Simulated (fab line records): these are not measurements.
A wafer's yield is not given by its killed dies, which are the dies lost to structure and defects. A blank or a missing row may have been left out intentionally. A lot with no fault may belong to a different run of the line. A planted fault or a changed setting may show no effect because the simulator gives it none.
Which tool is to blame? -- flow nandHarc -- route of 1302 steps, sampled at 1 step: 21 lots, 63 wafers

== WHAT THE GAUGES READ, wafer by wafer ==
NHARC_A_CHANNEL_HOLE_D2_INSPECT_12. Usual: rawDefectCount reads 28 (standard deviation 23).
lot,measured,on,rawDefectCount,flag
L074,day 13 08:37,defectInspect-01,9 5 4,
L075,day 13 08:46,defectInspect-01,47 47 47,
L076,day 14 09:17,defectInspect-02,43 60 51,
L078,day 14 19:16,defectInspect-01,5 8 6,
L077,day 14 19:27,defectInspect-01,54 55 55,
L079,day 15 13:46,defectInspect-01,7 4 4,
L080,day 15 19:23,defectInspect-02,4 6 11,
L081,day 16 02:16,defectInspect-02,61 65 64,
L083,day 16 19:46,defectInspect-02,59 54 61,
L082,day 16 19:56,defectInspect-02,11 7 10,
L085,day 17 23:50,defectInspect-02,9 6 15,
L086,day 18 09:46,defectInspect-01,7 6 8,
L087,day 18 10:00,defectInspect-01,61 69 60,
L088,day 19 04:13,defectInspect-01,16 14 15,
L089,day 19 06:13,defectInspect-01,61 38 46,
L091,day 20 06:16,defectInspect-02,56 54 40,
L090,day 20 06:25,defectInspect-02,50 62 66,
L093,day 20 20:37,defectInspect-01,20 16 19,
L092,day 20 21:25,defectInspect-01,21 16 19,
L094,day 22 04:26,defectInspect-01,17 16 21,
L096,day 22 12:32,defectInspect-01,9 4 4,

== EACH LOT AND THE TOOL THAT RAN IT (in order: tool; ch and the chambers of the sampled wafers; start) ==
There is no process step in the record ahead of these readings.

== AS READ BY THE TOOLS THEMSELVES (means over the sampled wafers that have a number; for cases with no such wafer, the mark the record gives instead) ==
The record holds no such reading with a usual standard deviation.

== THE ANSWER, worked out from the rows above alone ==
Rule: a lot counts as off when the mean over its wafers that have a number is more than 3 standard deviations away from the usual mean. Also off: a lot with no number at a reading for which 4 or more lots have one. Any other lot the step has rows for is counted as sound. After the gauges, taken in route order, come the tools' own readings; for these a lot's mean is taken, as printed above. The first step at which some lot is off is used, and at that step the reading that is off furthest; a lot without a number counts as furthest.
Across all readings shown, no lot is off: no conclusion can be drawn from this.

== WHAT WAS PUT IN BY THE SIMULATOR ==
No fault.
